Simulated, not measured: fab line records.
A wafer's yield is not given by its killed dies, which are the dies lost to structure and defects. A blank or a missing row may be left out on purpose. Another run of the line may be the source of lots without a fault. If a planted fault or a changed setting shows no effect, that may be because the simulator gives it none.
Matching of chambers :: flow n5_finfet :: rie_diel-06 running N5_PMOS_HMC_CHANNEL_EPI_STRIP_33: 4 sister chambers
The step strips in N2/H2. 18 wafers are shown with their chamber, then 9 later ones without.

## EACH WAFER AND ITS CHAMBER
wafer: L074.1
chamber: 0
drypump_motor_current_A (A): 5.3
showerhead_plenum_p_Torr (Torr): 3.14
throttle_valve_pct (%): 18.95

wafer: L074.3
chamber: 1
drypump_motor_current_A (A): 6.5
showerhead_plenum_p_Torr (Torr): 3.36
throttle_valve_pct (%): 19.15

wafer: L074.6
chamber: 3
drypump_motor_current_A (A): 6.0
showerhead_plenum_p_Torr (Torr): 3.21
throttle_valve_pct (%): 19.11

wafer: L075.2
chamber: 2
drypump_motor_current_A (A): 6.1
showerhead_plenum_p_Torr (Torr): 3.45
throttle_valve_pct (%): 19.09

wafer: L075.4
chamber: 1
drypump_motor_current_A (A): 6.5
showerhead_plenum_p_Torr (Torr): 3.36
throttle_valve_pct (%): 19.19

wafer: L075.6
chamber: 1
drypump_motor_current_A (A): 6.5
showerhead_plenum_p_Torr (Torr): 3.36
throttle_valve_pct (%): 19.19

wafer: L076.1
chamber: 2
drypump_motor_current_A (A): 6.1
showerhead_plenum_p_Torr (Torr): 3.45
throttle_valve_pct (%): 19.14

wafer: L076.4
chamber: 0
drypump_motor_current_A (A): 5.3
showerhead_plenum_p_Torr (Torr): 3.13
throttle_valve_pct (%): 18.93

wafer: L076.5
chamber: 2
drypump_motor_current_A (A): 6.1
showerhead_plenum_p_Torr (Torr): 3.45
throttle_valve_pct (%): 19.14

wafer: L078.1
chamber: 2
drypump_motor_current_A (A): 6.1
showerhead_plenum_p_Torr (Torr): 3.45
throttle_valve_pct (%): 19.14

wafer: L078.3
chamber: 1
drypump_motor_current_A (A): 6.5
showerhead_plenum_p_Torr (Torr): 3.35
throttle_valve_pct (%): 19.16

wafer: L078.4
chamber: 1
drypump_motor_current_A (A): 6.5
showerhead_plenum_p_Torr (Torr): 3.35
throttle_valve_pct (%): 19.18

wafer: L082.3
chamber: 3
drypump_motor_current_A (A): 6.0
showerhead_plenum_p_Torr (Torr): 3.20
throttle_valve_pct (%): 19.12

wafer: L082.4
chamber: 1
drypump_motor_current_A (A): 6.5
showerhead_plenum_p_Torr (Torr): 3.35
throttle_valve_pct (%): 19.19

wafer: L082.6
chamber: 3
drypump_motor_current_A (A): 6.0
showerhead_plenum_p_Torr (Torr): 3.20
throttle_valve_pct (%): 19.11

wafer: L089.2
chamber: 2
drypump_motor_current_A (A): 6.1
showerhead_plenum_p_Torr (Torr): 3.44
throttle_valve_pct (%): 19.15

wafer: L089.3
chamber: 3
drypump_motor_current_A (A): 6.0
showerhead_plenum_p_Torr (Torr): 3.19
throttle_valve_pct (%): 19.16

wafer: L089.6
chamber: 0
drypump_motor_current_A (A): 5.2
showerhead_plenum_p_Torr (Torr): 3.13
throttle_valve_pct (%): 18.91

SIGNATURES (averages over the wafers above)
reading: drypump_motor_current_A
chamber 0: 5.267
chamber 1: 6.500
chamber 2: 6.100
chamber 3: 6.000
scatter within a chamber: 0.0218

reading: showerhead_plenum_p_Torr
chamber 0: 3.1333
chamber 1: 3.3550
chamber 2: 3.4480
chamber 3: 3.2000
scatter within a chamber: 0.00596

reading: throttle_valve_pct
chamber 0: 18.9300
chamber 1: 19.1767
chamber 2: 19.1320
chamber 3: 19.1250
scatter within a chamber: 0.0212
Rule: for each reading, subtract the chamber's mean from the wafer's reading, divide by that reading's scatter and square the result; add these up over the readings and take the root, which gives the wafer's distance from the chamber. If the next closest chamber is less than 2 further off than the closest, the wafer can't be placed; otherwise it belongs to the closest. The scatter: take each reading less its chamber's mean, square it, sum over the shown wafers, divide by the number of wafers less the number of chambers, and take the root.

## WAFERS WHOSE CHAMBER IS MISSING
wafer: L091.1
drypump_motor_current_A (A): 6.0
showerhead_plenum_p_Torr (Torr): 3.19
throttle_valve_pct (%): 19.17

wafer: L091.2
drypump_motor_current_A (A): 6.5
showerhead_plenum_p_Torr (Torr): 3.34
throttle_valve_pct (%): 19.24

wafer: L091.6
drypump_motor_current_A (A): 6.5
showerhead_plenum_p_Torr (Torr): 3.34
throttle_valve_pct (%): 19.23

wafer: L093.1
drypump_motor_current_A (A): 6.0
showerhead_plenum_p_Torr (Torr): 3.19
throttle_valve_pct (%): 19.17

wafer: L093.4
drypump_motor_current_A (A): 5.2
showerhead_plenum_p_Torr (Torr): 3.13
throttle_valve_pct (%): 18.96

wafer: L093.6
drypump_motor_current_A (A): 6.5
showerhead_plenum_p_Torr (Torr): 3.34
throttle_valve_pct (%): 19.22

wafer: L094.1
drypump_motor_current_A (A): 6.5
showerhead_plenum_p_Torr (Torr): 3.34
throttle_valve_pct (%): 19.24

wafer: L094.2
drypump_motor_current_A (A): 6.1
showerhead_plenum_p_Torr (Torr): 3.44
throttle_valve_pct (%): 18.77

wafer: L094.5
drypump_motor_current_A (A): 6.1
showerhead_plenum_p_Torr (Torr): 3.44
throttle_valve_pct (%): 18.73

## WHICH CHAMBER EACH WENT THROUGH
wafer: L091.1
from the rows above: 3
in truth: 3

wafer: L091.2
from the rows above: 1
in truth: 1

wafer: L091.6
from the rows above: 1
in truth: 1

wafer: L093.1
from the rows above: 3
in truth: 3

wafer: L093.4
from the rows above: 0
in truth: 0

wafer: L093.6
from the rows above: 1
in truth: 1

wafer: L094.1
from the rows above: 1
in truth: 1

wafer: L094.2
from the rows above: 2
in truth: 2

wafer: L094.5
from the rows above: 2
in truth: 2
Correctly placed: 9 of 9. Left unplaced by these rows: 0. Wrongly placed: 0.
